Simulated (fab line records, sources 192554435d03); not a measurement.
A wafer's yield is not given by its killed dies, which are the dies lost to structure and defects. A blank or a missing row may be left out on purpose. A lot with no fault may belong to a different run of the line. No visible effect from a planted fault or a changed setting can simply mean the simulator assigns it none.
A lot that was struck, set against a sound lot | flow n5Finfet | 40 steps out of a route of 1938
Sound: these wafers, L921.2, L921.5, L921.6. Struck: wafer L934.4. (L934.2, L934.6 of the same lot were not struck and are left out.) The cause comes at the end.
Per side, at each step with rows, come the tool, then ch with its chambers, and then its first start. Under that, the readings that differ: sound wafers | struck wafers | difference of the means | sigmas: that difference in standard deviations of wafers without a fault.
alike: readings whose means differ by less than 2 such deviations, and words and numbers that are the same on both sides. not compared: withheld readings, readings that some wafer has no value for, bounds like >300 that may hide the same value, and numbers for which the record gives no deviation and whose values overlap.
The two part at a step that has a row with sigmas, a row that says differs or no value, or rows on one side only. When numbers do not overlap yet have no deviation, they are printed without sigmas and do not part them. A reading that every wafer of one side lacks parts them only if that side has two wafers or more.

first, 10 steps without rows for these wafers: N5_HKMG_FIN_ETCH_86 (etches SOC in N2/H2, stops on TiN, target depth 393.2 nm); N5_HKMG_FIN_STRIP_89 (strips SOC in N2/H2, time 20 s); N5_HKMG_FIN_WET_ETCH_87 (etches TiN in SC1, time 154.2 s, target depth 4.7 nm, rinse time 30 s); N5_HKMG_FIN_STRIP_88 (strips in N2/H2, time 360 s); N5_HKMG_FIN_NWFM_ALD_20 (deposits TiAlC, target thk 2 nm, pulse time 3 s, purge time 2 s); N5_HKMG_FIN_ALD_71 (deposits TiN, target thk 1 nm, pulse time 1 s, purge time 3 s); N5_HKMG_FIN_COAT_66 (time 60 s, resist thk 300 nm); N5_HKMG_FIN_ETCH_67 (etches SOC in N2/H2, stops on TiN, target depth 388.9 nm); N5_HKMG_FIN_STRIP_90 (strips SOC in N2/H2, time 20 s); N5_HKMG_FIN_WET_ETCH_73 (etches the open film in SC1, time 42.3 s, target depth 1.3 nm, rinse time 30 s).
N5_HKMG_FIN_ETCHBACK_68: etches the open film in Cl2/Ar, stops on HfO2, target depth 0.5 nm.
  sound on rieMetal-01 ch 0,1, day 5 18:29; struck on rieMetal-02 ch 0, day 9 00:38
reading   | sound             | struck | difference | sigmas
biasW (W) | 60.37 60.15 60.27 | 59.89  | -0.37      | -2
  alike: drypumpMotorCurrentA, oesProductAu, throttleValvePct
  not compared: rfHoursCounterH
N5_HKMG_FIN_STRIP_69: strips in N2/H2, time 360 s.
  sound on plasmaAsher-02 ch 0,1, day 5 18:37; struck on plasmaAsher-01 ch 0, day 9 00:47
  alike: drypumpMotorCurrentA, heaterPowerW
  not compared: rfHoursCounterH
N5_HKMG_FIN_ALD_21: deposits TiN, target thk 1.5 nm, pulse time 1 s, purge time 3 s.
  sound on aldMetal-01 ch 0,1, day 5 19:00; struck on aldMetal-04 ch 2, day 9 01:12
reading               | sound         | struck | difference | sigmas
heaterPowerOuterW (W) | 683 593 684   | 440    | -213       | -3
heaterPowerW (W)      | 1048 912 1052 | 749    | -255       | -2
  alike: precursorPulseHeightRel, susceptorTempC
N5_HKMG_FIN_ALD_72: deposits W, target thk 2 nm, pulse time 1 s, purge time 2 s.
  sound on cvdW-01 ch 0,1, day 5 19:22; struck on cvdW-01 ch 1, day 9 01:34
  alike: heaterPowerOuterW, heaterPowerW, precursorPulseHeightRel, susceptorTempC
then, 10 steps without rows for these wafers: N5_HKMG_FIN_W_FILL_22 (material W, target thk 60 nm, time 18.2 s); N5_HKMG_FIN_PRECLEAN_83 (cleans in DIW, time 57.5 s); N5_HKMG_FIN_SRD_84 (dry time 32 s); N5_HKMG_FIN_CMP_23 (polishes, stops on SiNx, t overpolish 10 s, target thk 46.326 nm); N5_HKMG_FIN_CMP_94 (polishes, stops on SiNx, t overpolish 4.7 s, target thk 43.299 nm); N5_GATE_CUT_ETCHBACK_00 (etches W in SF6/Cl2); N5_GATE_CUT_ETCH_56 (etches TiN in Cl2/Ar, target depth 21.6 nm); N5_GATE_CUT_ETCHBACK_30 (etches TiN in Cl2/Ar, target depth 3 nm); N5_GATE_CUT_VAPOR_ETCH_60 (etches HfO2 in BCl3/Cl2); N5_GATE_CUT_ETCH_58 (etches SiNx in CH3F/O2, target depth 17 nm, time 128.6 s).
N5_GATE_CUT_STRIP_59: strips in N2/H2, time 20 s.
  sound on rieDiel-05 ch 0,1,3, day 5 20:41; struck on rieDiel-05 ch 3, day 9 02:55
  alike: drypumpMotorCurrentA, oesProductAu, rfVppV, showerheadPlenumPTorr, throttleValvePct
  not compared: rfHoursCounterH
then, 4 steps without rows for these wafers: N5_GATE_CUT_PRECLEAN_31 (cleans in DIW, time 300 s); N5_GATE_CUT_SRD_32 (time 30 s); N5_GATE_CUT_SAC_CAP_01 (material SiNx, target thk 24 nm, pulse time 1 s, ald cycles 480); N5_GATE_CUT_PECVD_57 (deposits SiNx from SiH4/NH3/N2, target thk 21 nm).
N5_GATE_CUT_CMP_02: polishes, stops on SiO2, t overpolish 12.7 s, target thk 0 nm.
  sound on cmp-03 ch 0,3, day 5 23:11; struck on cmp-03 ch 2, day 9 05:27
  alike: motorCurrentA, overpolishRunS, platenRpm, timeToEndpointS
then, 9 steps without rows for these wafers: N5_GATE_CUT_HM_DEP_46 (deposits SiO2 from TEOS/O2, target thk 130 nm, time 26.6 s); N5_GATE_CUT_COAT_34 (time 60 s, resist thk 60 nm); N5_GATE_CUT_COAT_35 (time 60 s, resist thk 10 nm); N5_GATE_CUT_COAT_27 (time 60 s, resist thk 10 nm); N5_GATE_CUT_COAT_07 (resist thk 30 nm); N5_GATE_CUT_EBR_09; N5_GATE_CUT_SOFTBAKE_08 (time 60 s); N5_GATE_CUT_EXPOSE_10 (exposes mask GATE CUT, target cd 20 nm); N5_GATE_CUT_PEB_11 (peb time 60 s).
-- a jump in the record: the struck wafers' starts before and after are 10 days apart (it breaks off in module GATE_CUT and resumes in module PASSIVATION, where the first step shown is number 1936 of the route) --
N5_PASSIVATION_PROBE_49:
  sound: prober-01 at day 15 02:11; struck: prober-02 at day 19 02:57
reading                 | sound          | struck | difference | sigmas
defectLimitedYield (%)  | 89.0 92.4 90.4 | 79.5   | -11.1      | -8
killedAtFrontEnd        | 55 33 28       | 187    | +148       | +15
killedAtOther           | 9 2 17         | 2      | -7         | -2
killedDies              | 130 90 113     | 242    | +131       | +8
sort_bin_5_function (%) | 5.3 4.2 5.4    | 11.4   | +6.4       | +7
sortNPass               | 1050 1090 1067 | 938    | -131       | -8
sortYieldPct (%)        | 89.0 92.4 90.4 | 79.5   | -11.1      | -8
  alike: killed_at_M0_to_M3, killed_at_M4_up, killedAtContacts, killedOpen, killedShort, sort_bin_4_leakage, sort_bin_6_memory

WHERE THEY PART
Last at N5_PASSIVATION_PROBE_49 as far as this record goes, first at N5_HKMG_FIN_ETCHBACK_68.

WHY: whatever the simulator had introduced
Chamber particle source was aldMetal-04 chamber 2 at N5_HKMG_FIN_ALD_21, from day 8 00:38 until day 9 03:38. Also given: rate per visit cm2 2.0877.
